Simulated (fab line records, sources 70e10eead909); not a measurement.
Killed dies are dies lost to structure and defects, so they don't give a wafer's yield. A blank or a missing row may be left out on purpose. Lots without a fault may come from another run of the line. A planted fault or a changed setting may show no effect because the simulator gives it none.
fab line records | flow nand_harc | part 2 of 2: steps 16 to 25 of 25
record lots=5 wafers=15 last_day=31
route steps=1302 shown A_CHANNEL_HOLE_D2@590 A_CHANNEL_FILL_D2@610
lots that met no fault: from a run of the same line without faults
start_h: hours from the record's first day to the start of the lot's first wafer shown | wait_h: hours since the lot's step before | " the same as in the row above | L1.1+2: a row that stands for several wafers | - no value, or no start given | * or withheld: withheld | < > ~ a bound
route shown NAME@n: a module of which the file shows steps, and the number in the route of the first | usual: mean/standard deviation of fault-free wafers | same: alike in all rows | chamber/n: place in a boat | sites: the reading at each site | _std_site: their standard deviation | _edge_site: outer sites' mean less inner sites' | radius_mm: how far each site lies from the wafer's centre | mask NAME#n: copy n | behind: the tool/chamber that last shaped the wafer | hold: why the lot was held/for how many hours/how that ended | device: the transistor (n, p or np) that didn't switch | end of line: the same wafers' tests at the end of the route | a step without rows: its recipe alone | killed: dies lost to structure and defects at the first sort, not the wafer's yield | map: a wafer's dies, x killed, . not, _ none there
set.NAME: the setting as run; set.NAME@STEP: as run at that earlier step | model.NAME: the simulator's own value behind a step, which no gauge read
lots at some steps of the route; a table a step, a row a wafer
services: from which hour (start_h, from the record's first day; less than 0 if before it) a tool's chamber was out of use, for how many hours, and why
## steps
# step NHARC_A_CHANNEL_HOLE_D2_PRECLEAN_29
# recipe time_s=* temp_c=50 bath_age_min=0 chemistry=SC1
# usual bath_guard_temp_C=50.0/0.51 sc1_h2o2_end_mol_l=0.3697/0.00071 temp_c=49.98/0.11
# same time_s=*
# columns lot.wafer tool chamber start_h wait_h bath_guard_temp_C sc1_h2o2_end_mol_l temp_c
L083.5 wet_bench-07 1 389.66 - 50.1 0.3694 49.95
L083.3 " 2 " " 49.8 0.3705 49.89
L083.2 " 3 " " 50.8 0.3687 49.93
L084.1 wet_bench-09 6 398.28 - 50.0 0.3695 50.05
L084.5 " 2 " " 50.1 0.3701 49.90
L084.4 " 3 " " 49.7 0.3701 50.04
L088.4 wet_bench-09 5 461.25 - 49.8 0.3687 50.04
L088.1 " 6 " " 50.0 0.3705 50.04
L088.6 " 1 " " 50.3 0.3693 50.07
L090.2 wet_bench-09 4 468.43 - 50.3 0.3701 49.99
L090.4 " 5 " " 49.7 0.3686 49.90
L090.5 " 7 " " 51.3 0.3680 49.99
L094.3 wet_bench-06 6 491.21 - 50.0 0.3709 49.95
L094.6 " 7 " " 49.6 0.3700 49.81
L094.2 " 1 " " 49.8 0.3703 50.04
# step NHARC_A_CHANNEL_HOLE_D2_SRD_30
# columns lot.wafer tool chamber start_h wait_h
L083.5+3+2 wet_bench-07 1,2,3 - -
L084.1+5+4 wet_bench-09 6,2,3 - -
L088.4+1+6 wet_bench-09 5,6,1 - -
L090.2+4+5 wet_bench-09 4,5,7 - -
L094.3+6+2 wet_bench-06 6,7,1 - -
# step NHARC_A_CHANNEL_HOLE_D2_CD_MEAS_31
# usual cd_nm=90.0/1.5
# columns lot.wafer tool chamber start_h wait_h cd_nm
L083.2 cd_sem-01 - 389.80 - 90.8
L083.3 " - " " 89.4
L083.5 " - " " 89.9
L084.1 cd_sem-02 - 398.42 - 90.8
L084.4 " - " " 90.0
L084.5 " - " " 89.2
L088.1 cd_sem-02 - 461.39 - 88.0
L088.4 " - " " 89.0
L088.6 " - " " 89.2
L090.2 cd_sem-01 - 468.57 - 90.4
L090.4 " - " " 88.9
L090.5 " - " " 89.5
L094.2 cd_sem-02 - 491.36 - 88.9
L094.3 " - " " 89.3
L094.6 " - " " 88.4
# step NHARC_A_CHANNEL_HOLE_D2_XSEM_32
# recipe landing_energy_ev=35000
# usual bot_cd_nm=74.6/1.7 bow_nm=8.6/0.36 tilt_deg=0.07/0.031
# same landing_energy_ev=35000
# columns lot.wafer tool chamber start_h wait_h bot_cd_nm bow_nm tilt_deg
L083.2 xsem-01 0 389.89 0.1 75.0 8.5 0.04
L083.3 " 0 " " 74.0 8.5 0.04
L083.5 " 0 " " 74.4 8.6 0.04
L084.1 xsem-02 0 398.51 0.1 76.1 8.7 0.09
L084.4 " 0 " " 75.3 8.7 0.09
L084.5 " 0 " " 74.5 8.6 0.09
L088.1 xsem-01 0 461.47 0.1 72.2 8.6 0.02
L088.4 " 0 " " 73.9 8.6 0.02
L088.6 " 0 " " 74.4 8.6 0.02
L090.2 xsem-02 0 468.67 0.1 73.8 8.6 0.04
L090.4 " 0 " " 72.3 8.6 0.04
L090.5 " 0 " " 73.6 8.6 0.04
L094.2 xsem-02 0 491.45 0.1 73.2 8.9 0.03
L094.3 " 0 " " 74.1 8.8 0.03
L094.6 " 0 " " 73.6 8.8 0.03
# step NHARC_A_CHANNEL_HOLE_D2_INSPECT_40
# usual raw_defect_count=273/69
# columns lot.wafer tool chamber start_h wait_h raw_defect_count
L083.2 defect_inspect-01 - 389.98 - 247
L083.3 " - " " 236
L083.5 " - " " 197
L084.1 defect_inspect-01 - 398.61 - 410
L084.4 " - " " 182
L084.5 " - " " 191
L088.1 defect_inspect-01 - 461.57 - 263
L088.4 " - " " 265
L088.6 " - " " 265
L090.2 defect_inspect-01 - 468.76 - 231
L090.4 " - " " 204
L090.5 " - " " 213
L094.2 defect_inspect-02 - 491.54 - 421
L094.3 " - " " 335
L094.6 " - " " 306
# step NHARC_A_CHANNEL_FILL_D2_PRECLEAN_00
# recipe time_s=* temp_c=50 bath_age_min=0 chemistry=SC1
# usual bath_guard_temp_C=49.9/0.54 sc1_h2o2_end_mol_l=0.3698/0.0007 temp_c=50.02/0.11
# same time_s=*
# columns lot.wafer tool chamber start_h wait_h bath_guard_temp_C sc1_h2o2_end_mol_l temp_c
L083.2 wet_bench-04 5 390.05 0.1 48.9 0.3701 49.84
L083.5 " 7 " " 50.1 0.3693 50.09
L083.3 " 0 " " 50.9 0.3695 49.99
L084.5 wet_bench-05 2 398.66 0.0 50.0 0.3700 50.18
L084.4 " 4 " " 49.3 0.3709 50.01
L084.1 " 6 " " 49.8 0.3698 49.96
L088.1 wet_bench-04 4 461.62 0.1 49.6 0.3693 49.95
L088.4 " 7 " " 50.0 0.3694 49.98
L088.6 " 0 " " 50.7 0.3705 50.09
L090.2 wet_bench-01 2 468.82 0.1 49.6 0.3699 49.94
L090.5 " 4 " " 49.3 0.3712 49.99
L090.4 " 6 " " 49.4 0.3704 50.03
L094.3 wet_bench-05 5 491.61 0.1 49.7 0.3718 49.91
L094.2 " 6 " " 49.7 0.3694 50.06
L094.6 " 7 " " 50.3 0.3702 49.95
# step NHARC_A_CHANNEL_FILL_D2_SRD_01
# columns lot.wafer tool chamber start_h wait_h
L083.2+5+3 wet_bench-04 5,7,0 - -
L084.5+4+1 wet_bench-05 2,4,6 - -
L088.1+4+6 wet_bench-04 4,7,0 - -
L090.2+5+4 wet_bench-01 2,4,6 - -
L094.3+2+6 wet_bench-05 5,6,7 - -
# step NHARC_A_CHANNEL_FILL_D2_ALD_02
# recipe target_thk_a=60 pulse_time_s=10 ald_cycles=60 temp_c=300 material=SiO2
# usual heater_power_w=459/40 precursor_pulse_height_rel=0.998/0.02
# columns lot.wafer tool chamber start_h wait_h heater_power_w precursor_pulse_height_rel since_wet_clean_h
L083.3 ald_hk-04 1 390.18 - 421 1.002 120
L083.2 " 0 " " 478 0.970 120
L083.5 " 1 " " 417 1.013 -
L084.1 ald_hk-04 0 398.81 - 478 1.007 129
L084.4 " 3 " " 431 0.979 129
L084.5 " 1 " " 421 1.000 -
L088.4 ald_hk-02 2 461.76 - 531 0.962 104
L088.1 " 3 " " 387 0.978 104
L088.6 " 2 " " 516 0.970 -
L090.4 ald_hk-02 0 468.96 - 492 0.998 111
L090.2 " 1 " " 434 0.979 111
L090.5 " 1 " " 432 0.988 -
L094.2 ald_hk-02 1 491.74 - 440 0.996 134
L094.3 " 2 " " 525 0.985 134
L094.6 " 2 " " 526 0.985 -
# step NHARC_A_CHANNEL_FILL_D2_ALD_03
# recipe target_thk_a=60 pulse_time_s=60 ald_cycles=58 temp_c=630 pressure_torr=2 material=SiNx
# usual chamber_pressure_Torr=1.999/0.0042 precursor_pulse_height_rel=1.002/0.019
# columns lot.wafer tool chamber start_h wait_h chamber_pressure_Torr precursor_pulse_height_rel
L083.2 ald_sin_batch-01 0 - - 1.999 0.998
L083.3 " 0 " " 2.000 1.002
L083.5 " 0 " " 1.992 1.007
L084.1 ald_sin_batch-03 0 - - 1.996 0.991
L084.4 " 0 " " 1.997 0.969
L084.5 " 0 " " 1.998 1.019
L088.1 ald_sin_batch-02 0 - - 1.997 1.024
L088.4 " 0 " " 2.004 0.980
L088.6 " 0 " " 1.997 0.994
L090.2 ald_sin_batch-01 0 - - 1.998 0.981
L090.4 " 0 " " 1.998 1.022
L090.5 " 0 " " 1.997 0.997
L094.2 ald_sin_batch-02 0 - - 2.006 1.026
L094.3 " 0 " " 1.997 0.992
L094.6 " 0 " " 1.997 1.019
# step NHARC_A_CHANNEL_FILL_D2_ALD_14
# recipe target_thk_a=25 pulse_time_s=10 ald_cycles=25 temp_c=300 material=SiO2
# usual heater_power_w=458/34 precursor_pulse_height_rel=0.999/0.02
# columns lot.wafer tool chamber start_h wait_h heater_power_w precursor_pulse_height_rel since_wet_clean_h
L083.2 ald_hk-01 1 397.30 0.1 434 0.984 91
L083.3 " 3 " " 472 1.016 91
L083.5 " 0 " " 452 0.998 -
L084.4 ald_hk-01 0 405.89 0.0 448 1.010 100
L084.1 " 2 " " 460 0.998 100
L084.5 " 1 " " 439 0.977 -
L088.4 ald_hk-01 1 468.87 0.1 437 0.991 163
L088.1 " 3 " " 475 1.020 163
L088.6 " 1 " " 441 0.975 -
L090.4 ald_hk-04 3 476.24 0.0 438 0.955 27
L090.2 " 1 " " 439 1.024 27
L090.5 " 3 " " 440 0.975 -
L094.3 ald_hk-04 1 498.88 0.1 463 1.030 50
L094.2 " 2 " " 496 1.027 50
L094.6 " 3 " " 453 1.027 -
## services
# columns tool chamber start_h hours kind
rie_diel-03 0 363.80 - clean
rie_diel-03 1 363.80 - clean
rie_diel-03 2 363.80 - clean
wet_bench-06 - 369.60 8.0 pm
xsem-01 - 374.00 14.0 pm
har_etch-02 - 382.21 17.0 pm
rie_diel-03 - 385.11 0.5 repair
rie_diel-02 2 388.67 6.1 repair
rie_diel-02 - 393.79 9.0 pm
rie_diel-09 - 395.16 1.1 repair
wet_bench-04 - 403.22 8.0 pm
rie_diel-03 - 408.14 0.2 repair
rie_diel-03 3 408.38 2.0 repair
rie_diel-02 2 425.61 126.2 repair
wet_bench-05 - 436.80 8.0 pm
rie_diel-03 1 438.43 4.4 repair
ald_hk-04 - 439.42 10.0 pm
har_etch-02 - 442.46 3.1 repair
rie_diel-02 3 444.32 8.8 repair
wet_bench-01 - 453.74 8.0 pm
rie_diel-03 1 456.82 1.9 repair
rie_diel-03 - 458.30 9.0 pm
ald_hk-01 - 474.33 10.0 pm
rie_diel-09 - 497.10 9.0 pm
